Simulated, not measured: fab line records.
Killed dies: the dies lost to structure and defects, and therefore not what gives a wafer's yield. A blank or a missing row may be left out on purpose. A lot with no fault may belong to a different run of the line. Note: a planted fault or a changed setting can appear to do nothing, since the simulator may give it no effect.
Which tool did it? | flow nand harc | 24 lots with 72 wafers sampled at 6 steps, on a route of 1302 steps

== WHAT THE GAUGES SHOWED, per wafer ==
NHARC_P_M2_THK_MEAS_24: measures by xrf.
lot  | measured     | on            | thk nm (nm)
L074 | day 6 12:35  | film metro-01 | 145.8 146.3 147.2
L075 | day 6 20:15  | film metro-01 | 145.6 143.0 145.0
L076 | day 7 09:07  | film metro-01 | 140.4 144.0 143.9
L077 | day 8 00:20  | film metro-01 | 144.1 143.9 143.6
L078 | day 8 00:46  | film metro-01 | 142.2 144.7 143.1
L079 | day 8 09:56  | film metro-02 | 143.5 147.0 144.2
L080 | day 9 02:40  | film metro-02 | 143.2 144.1 144.6
L081 | day 9 07:54  | film metro-02 | 145.6 144.7 144.0
L082 | day 10 05:13 | film metro-01 | 144.8 144.6 144.7
L083 | day 10 09:18 | film metro-02 | 143.8 144.7 146.2
L084 | day 10 13:13 | film metro-01 | 143.4 143.9 144.5
L085 | day 11 02:02 | film metro-01 | 142.4 143.3 141.0
L086 | day 11 07:43 | film metro-02 | 144.4 143.1 143.7
L087 | day 11 18:39 | film metro-02 | 144.5 144.8 144.6
L089 | day 12 14:24 | film metro-01 | 144.5 145.7 142.6
L088 | day 12 15:23 | film metro-01 | 143.8 143.0 143.9
L090 | day 13 05:32 | film metro-01 | 144.9 144.3 142.8
L091 | day 13 09:00 | film metro-01 | 145.2 143.3 145.0
L092 | day 14 05:00 | film metro-01 | 145.3 145.1 145.5
L093 | day 14 09:25 | film metro-01 | 145.1 143.5 144.9
L094 | day 14 23:01 | film metro-01 | 142.7 143.3 142.9
L095 | day 15 00:32 | film metro-02 | 144.7 144.8 143.3
L096 | day 15 16:56 | film metro-02 | 143.8 145.8 146.0
L097 | day 16 10:04 | film metro-01 | 144.4 143.3 143.7

NHARC_P_M2_INSPECT_27.
lot  | measured     | on                | raw defect count
L074 | day 6 12:44  | defect inspect-01 | 246 432 184
L075 | day 6 20:25  | defect inspect-01 | 183 182 245
L076 | day 7 09:17  | defect inspect-02 | 611 369 276
L077 | day 8 00:30  | defect inspect-02 | 213 194 251
L078 | day 8 00:55  | defect inspect-02 | 291 164 256
L079 | day 8 10:06  | defect inspect-02 | 183 220 484
L080 | day 9 02:49  | defect inspect-02 | 218 279 319
L081 | day 9 08:04  | defect inspect-02 | 194 325 210
L082 | day 10 05:25 | defect inspect-02 | 206 267 225
L083 | day 10 09:28 | defect inspect-02 | 165 217 192
L084 | day 10 13:25 | defect inspect-02 | 230 201 187
L085 | day 11 02:13 | defect inspect-01 | 191 195 394
L086 | day 11 07:52 | defect inspect-02 | 282 253 197
L087 | day 11 18:49 | defect inspect-02 | 271 156 211
L089 | day 12 14:34 | defect inspect-01 | 222 551 298
L088 | day 12 15:33 | defect inspect-02 | 169 216 129
L090 | day 13 05:41 | defect inspect-01 | 470 381 367
L091 | day 13 09:09 | defect inspect-01 | 313 390 426
L092 | day 14 05:09 | defect inspect-01 | 365 266 365
L093 | day 14 09:35 | defect inspect-02 | 419 406 518
L094 | day 14 23:10 | defect inspect-01 | 423 217 201
L095 | day 15 00:41 | defect inspect-02 | 403 679 364
L096 | day 15 17:06 | defect inspect-02 | 211 190 250
L097 | day 16 10:14 | defect inspect-02 | 276 282 244

NHARC_P_BONDPAD_OVL_MEAS_38.
lot  | measured     | on         | overlay x nm (nm) | overlay y nm (nm)
L074 | day 6 14:29  | overlay-02 | 4 4 3             | 6 5 6
L075 | day 6 22:13  | overlay-02 | -3 -3 -4          | 3 3 2
L076 | day 7 11:02  | overlay-02 | -3 -3 -3          | 1 1 1
L077 | day 8 02:23  | overlay-01 | 5 5 6             | 2 2 2
L078 | day 8 02:40  | overlay-02 | -4 -3 -3          | -2 -1 -1
L079 | day 8 11:59  | overlay-02 | 1 1 0             | -3 -4 -4
L080 | day 9 04:41  | overlay-01 | -7 -7 -7          | -1 0 0
L081 | day 9 09:47  | overlay-01 | -5 -5 -5          | 0 -1 -1
L082 | day 10 07:11 | overlay-02 | 7 7 7             | 5 5 5
L083 | day 10 11:22 | overlay-01 | 3 3 3             | 4 4 3
L084 | day 10 15:27 | overlay-02 | 8 8 8             | 7 6 7
L085 | day 11 04:04 | overlay-01 | -1 -1 -1          | 6 6 6
L086 | day 11 09:38 | overlay-02 | 0 0 -1            | -2 -3 -2
L087 | day 11 20:34 | overlay-01 | 2 2 2             | -4 -4 -4
L089 | day 12 16:17 | overlay-01 | -8 -8 -8          | -2 -1 -2
L088 | day 12 17:17 | overlay-02 | 3 3 3             | -4 -4 -4
L090 | day 13 07:34 | overlay-01 | -5 -5 -5          | -6 -6 -6
L091 | day 13 11:01 | overlay-02 | -10 -11 -10       | -4 -4 -4
L092 | day 14 07:17 | overlay-01 | -15 -14 -15       | 7 7 7
L093 | day 14 11:37 | overlay-01 | 4 4 5             | -1 -1 -2
L094 | day 15 01:02 | overlay-02 | -12 -12 -13       | 5 6 6
L095 | day 15 02:27 | overlay-01 | -3 -4 -4          | -9 -9 -9
L096 | day 15 18:58 | overlay-02 | -1 -1 -2          | -1 -1 -1
L097 | day 16 12:10 | overlay-02 | 6 6 6             | 2 3 2

== WHAT TOOL EACH LOT RAN ON (gives the tool, then ch and the chambers of the sampled wafers, and finally the start) ==
lot  | NHARC_P_M2_ETCH_35                 | NHARC_P_M2_STRIP_18                | NHARC_P_M2_PRE_CLEAN_32
L074 | rie diel-13 ch 0,2,3, day 6 09:56  | rie diel-07 ch 0,2,3, day 6 10:14  | pecvd-03 ch 0,1,2, day 6 12:48
L075 | rie diel-07 ch 1,2,3, day 6 17:54  | rie diel-05 ch 0,2, day 6 18:13    | pecvd-02 ch 0,1, day 6 20:32
L076 | rie diel-05 ch 0,1, day 7 06:46    | rie diel-07 ch 2,3, day 7 07:04    | pecvd-02 ch 1,2, day 7 09:23
L077 | rie diel-07 ch 0,1,2, day 7 21:58  | rie diel-05 ch 1,2, day 7 22:15    | pecvd-02 ch 0,1, day 8 00:35
L078 | rie diel-07 ch 1,2, day 7 22:26    | rie diel-05 ch 1,2, day 7 22:45    | pecvd-02 ch 0,1, day 8 00:59
L079 | rie diel-13 ch 0,1,3, day 8 07:37  | rie diel-07 ch 0,1,3, day 8 07:57  | pecvd-01 ch 0,1, day 8 10:11
L080 | rie diel-13 ch 0,2, day 9 00:17    | rie diel-05 ch 1,3, day 9 00:35    | pecvd-01 ch 1,2, day 9 02:55
L081 | rie diel-05 ch 0,1,2, day 9 05:18  | rie diel-13 ch 0,1,2, day 9 05:35  | pecvd-03 ch 0,1,2, day 9 08:08
L082 | rie diel-07 ch 2,3, day 10 02:50   | rie diel-07 ch 0,1,3, day 10 03:11 | pecvd-01 ch 0,1,2, day 10 05:29
L083 | rie diel-07 ch 0,1,3, day 10 06:53 | rie diel-07 ch 0,1,3, day 10 07:11 | pecvd-03 ch 0,1, day 10 09:32
L084 | rie diel-07 ch 1,2,3, day 10 10:51 | rie diel-05 ch 0,1,3, day 10 11:11 | pecvd-03 ch 0,1,2, day 10 13:29
L085 | rie diel-07 ch 0,1,3, day 10 23:37 | rie diel-13 ch 0,1,2, day 10 23:58 | pecvd-03 ch 0,1,2, day 11 02:17
L086 | rie diel-05 ch 1,2,3, day 11 05:21 | rie diel-05 ch 0,1,2, day 11 05:40 | pecvd-01 ch 0,2, day 11 07:57
L087 | rie diel-05 ch 0,1,2, day 11 16:15 | rie diel-07 ch 0,2,3, day 11 16:32 | pecvd-03 ch 0,1,2, day 11 18:53
L089 | rie diel-05 ch 0,1, day 12 12:05   | rie diel-13 ch 0,3, day 12 12:24   | pecvd-02 ch 0,2, day 12 14:38
L088 | rie diel-07 ch 0,1,2, day 12 13:02 | rie diel-05 ch 0,1,3, day 12 13:22 | pecvd-01 ch 0,1,2, day 12 15:37
L090 | rie diel-13 ch 0,2,3, day 13 02:54 | rie diel-13 ch 0,2,3, day 13 03:14 | pecvd-01 ch 1,2, day 13 05:45
L091 | rie diel-05 ch 0,1, day 13 06:40   | rie diel-05 ch 0,3, day 13 06:57   | pecvd-03 ch 0,2, day 13 09:14
L092 | rie diel-05 ch 0,1, day 14 02:33   | rie diel-05 ch 1,3, day 14 02:52   | pecvd-02 ch 0,1,2, day 14 05:28
L093 | rie diel-13 ch 2,3, day 14 07:06   | rie diel-07 ch 1,3, day 14 07:25   | pecvd-03 ch 1, day 14 09:39
L094 | rie diel-13 ch 0,2,3, day 14 20:26 | rie diel-05 ch 0,1, day 14 20:45   | pecvd-01 ch 0,1, day 14 23:14
L095 | rie diel-07 ch 0,3, day 14 22:08   | rie diel-05 ch 0,1, day 14 22:26   | pecvd-01 ch 0,1, day 15 00:46
L096 | rie diel-05 ch 1,2,3, day 15 14:37 | rie diel-05 ch 0,3, day 15 14:56   | pecvd-01 ch 0,1,2, day 15 17:13
L097 | rie diel-05 ch 0,1,3, day 16 07:45 | rie diel-07 ch 1,2,3, day 16 08:02 | pecvd-01 ch 0,2, day 16 10:31
- NHARC_P_M2_ETCH_35: etches the open film in N2/H2, target depth 40 nm, overetch 12 nm, time 43.94 s.
- NHARC_P_M2_STRIP_18: strips in N2/H2.
- NHARC_P_M2_PRE_CLEAN_32: time 12 s.

== AS READ BY THE TOOLS THEMSELVES (means over the sampled wafers that have a number; for cases with no such wafer, the mark the record gives instead) ==
NHARC_P_M2_ETCH_35.
lot  | tool        | chamber pressure mTorr (mTorr) | drypump motor current A (A) | oes product au (a.u.) | rf vpp V (V) | showerhead plenum p Torr (Torr) | throttle valve pct (%)
L074 | rie diel-13 | 29.986                         | 5.8                         | 1.009                 | 429.2        | 2.01                            | 14.172
L075 | rie diel-07 | 30.026                         | 5.9                         | 0.999                 | 431.8        | 2.08                            | 14.171
L076 | rie diel-05 | 29.989                         | 5.1                         | 1.001                 | 432.0        | 2.10                            | 14.169
L077 | rie diel-07 | 29.988                         | 5.9                         | 0.997                 | 431.2        | 2.04                            | 14.182
L078 | rie diel-07 | 30.005                         | 6.0                         | 1.004                 | 432.9        | 2.11                            | 14.182
L079 | rie diel-13 | 29.989                         | 6.2                         | 1.003                 | 430.7        | 2.06                            | 14.173
L080 | rie diel-13 | 30.017                         | 5.7                         | 1.002                 | 427.5        | 1.94                            | 14.169
L081 | rie diel-05 | 30.017                         | 5.3                         | 1.001                 | 430.7        | 2.06                            | 14.173
L082 | rie diel-07 | 29.998                         | 5.6                         | 1.010                 | 433.3        | 2.14                            | 14.174
L083 | rie diel-07 | 29.986                         | 5.8                         | 1.007                 | 428.3        | 2.00                            | 14.173
L084 | rie diel-07 | 30.021                         | 5.8                         | 1.013                 | 432.1        | 2.08                            | 14.164
L085 | rie diel-07 | 29.997                         | 5.8                         | 0.999                 | 430.0        | 2.00                            | 14.175
L086 | rie diel-05 | 30.016                         | 5.4                         | 0.986                 | 429.1        | 1.99                            | 14.174
L087 | rie diel-05 | 29.996                         | 5.3                         | 0.988                 | 430.9        | 2.06                            | 14.180
L089 | rie diel-05 | 29.990                         | 5.1                         | 0.992                 | 431.7        | 2.10                            | 14.168
L088 | rie diel-07 | 30.006                         | 5.9                         | 0.998                 | 431.3        | 2.04                            | 14.165
L090 | rie diel-13 | 30.008                         | 5.8                         | 0.993                 | 429.8        | 2.01                            | 14.170
L091 | rie diel-05 | 30.007                         | 5.1                         | 0.998                 | 429.2        | 2.00                            | 14.180
L092 | rie diel-05 | 30.006                         | 5.1                         | 1.001                 | 429.9        | 2.00                            | 14.170
L093 | rie diel-13 | 29.967                         | 5.9                         | 1.003                 | 432.2        | 2.08                            | 14.169
L094 | rie diel-13 | 29.992                         | 5.8                         | 0.998                 | 430.6        | 2.01                            | 14.172
L095 | rie diel-07 | 29.979                         | 5.4                         | 1.000                 | 428.9        | 1.99                            | 14.176
L096 | rie diel-05 | 29.996                         | 5.4                         | 0.989                 | 429.1        | 1.99                            | 14.168
L097 | rie diel-05 | 29.990                         | 5.2                         | 0.994                 | 429.9        | 2.03                            | 14.175

NHARC_P_M2_STRIP_18.
lot  | tool        | chamber pressure mTorr (mTorr) | drypump motor current A (A) | oes product au (a.u.) | rf vpp V (V) | showerhead plenum p Torr (Torr) | throttle valve pct (%)
L074 | rie diel-07 | 30.006                         | 5.5                         | 1.001                 | 91.2         | 2.07                            | 14.171
L075 | rie diel-05 | 29.998                         | 5.2                         | 1.000                 | 91.1         | 2.15                            | 14.177
L076 | rie diel-07 | 30.002                         | 5.6                         | 1.004                 | 91.8         | 2.14                            | 14.171
L077 | rie diel-05 | 30.006                         | 5.5                         | 1.001                 | 91.1         | 2.02                            | 14.173
L078 | rie diel-05 | 29.988                         | 5.5                         | 0.998                 | 90.6         | 2.02                            | 14.183
L079 | rie diel-07 | 29.971                         | 5.8                         | 1.003                 | 90.5         | 2.00                            | 14.170
L080 | rie diel-05 | 29.980                         | 5.3                         | 1.003                 | 89.7         | 1.94                            | 14.178
L081 | rie diel-13 | 29.984                         | 6.1                         | 0.997                 | 90.1         | 2.01                            | 14.171
L082 | rie diel-07 | 29.990                         | 5.8                         | 1.009                 | 90.2         | 2.00                            | 14.170
L083 | rie diel-07 | 29.971                         | 5.8                         | 1.002                 | 90.7         | 2.00                            | 14.166
L084 | rie diel-05 | 29.996                         | 5.2                         | 0.998                 | 91.3         | 2.03                            | 14.180
L085 | rie diel-13 | 29.972                         | 6.1                         | 1.003                 | 90.3         | 2.01                            | 14.165
L086 | rie diel-05 | 30.004                         | 5.3                         | 0.993                 | 90.1         | 2.06                            | 14.173
L087 | rie diel-07 | 29.997                         | 5.5                         | 1.009                 | 90.3         | 2.07                            | 14.174
L089 | rie diel-13 | 30.024                         | 5.9                         | 0.994                 | 91.3         | 2.06                            | 14.164
L088 | rie diel-05 | 29.975                         | 5.2                         | 1.001                 | 90.3         | 2.03                            | 14.173
L090 | rie diel-13 | 29.986                         | 5.8                         | 0.999                 | 91.5         | 2.01                            | 14.164
L091 | rie diel-05 | 29.988                         | 5.1                         | 0.997                 | 91.4         | 2.13                            | 14.178
L092 | rie diel-05 | 30.009                         | 5.3                         | 0.992                 | 90.0         | 1.97                            | 14.166
L093 | rie diel-07 | 30.012                         | 6.1                         | 0.999                 | 90.5         | 2.00                            | 14.170
L094 | rie diel-05 | 30.005                         | 5.1                         | 1.000                 | 90.8         | 2.00                            | 14.166
L095 | rie diel-05 | 29.989                         | 5.1                         | 0.992                 | 91.7         | 2.00                            | 14.168
L096 | rie diel-05 | 30.030                         | 5.1                         | 1.006                 | 92.0         | 2.12                            | 14.175
L097 | rie diel-07 | 29.987                         | 5.9                         | 1.008                 | 92.1         | 2.07                            | 14.176

NHARC_P_M2_PRE_CLEAN_32.
lot  | tool     | heater power w (W) | susceptor temp C (C)
L074 | pecvd-03 | 704                | 370.12
L075 | pecvd-02 | 684                | 369.86
L076 | pecvd-02 | 568                | 370.20
L077 | pecvd-02 | 709                | 370.18
L078 | pecvd-02 | 678                | 369.93
L079 | pecvd-01 | 639                | 370.26
L080 | pecvd-01 | 614                | 369.98
L081 | pecvd-03 | 701                | 370.03
L082 | pecvd-01 | 603                | 369.91
L083 | pecvd-03 | 700                | 369.95
L084 | pecvd-03 | 706                | 370.01
L085 | pecvd-03 | 696                | 369.93
L086 | pecvd-01 | 574                | 370.02
L087 | pecvd-03 | 669                | 370.05
L089 | pecvd-02 | 578                | 370.20
L088 | pecvd-01 | 626                | 369.85
L090 | pecvd-01 | 557                | 369.88
L091 | pecvd-03 | 722                | 370.01
L092 | pecvd-02 | 664                | 369.97
L093 | pecvd-03 | 810                | 370.00
L094 | pecvd-01 | 659                | 369.95
L095 | pecvd-01 | 668                | 370.05
L096 | pecvd-01 | 622                | 369.94
L097 | pecvd-01 | 564                | 370.12

== THE ANSWER, worked out from the rows above alone ==
Rule: what is usual is taken from the lots themselves. Put in order of their means at a reading, lots are off if they are a third of the lots or fewer, leave a main group of 4 or more, and stand apart from it by a gap of 3 or more times the standard deviation of the main group's means; of several such gaps the widest counts. The tables above print the reading to a certain number of digits; a main group whose means all agree to those digits is not used. A lot without any number at a reading at which 4 lots or more have one is off too. Where the step has rows for the other lots, those lots are counted as sound. After the gauges, taken in route order, come the tools' own readings; for these a lot's mean is taken, as printed above. At the first step where some lot is off, the reading lying furthest off is the one used; lots without a number count as furthest.
Nothing can be told from this: no lot is off at any reading shown.

== WHAT HAD BEEN PUT IN BY THE SIMULATOR ==
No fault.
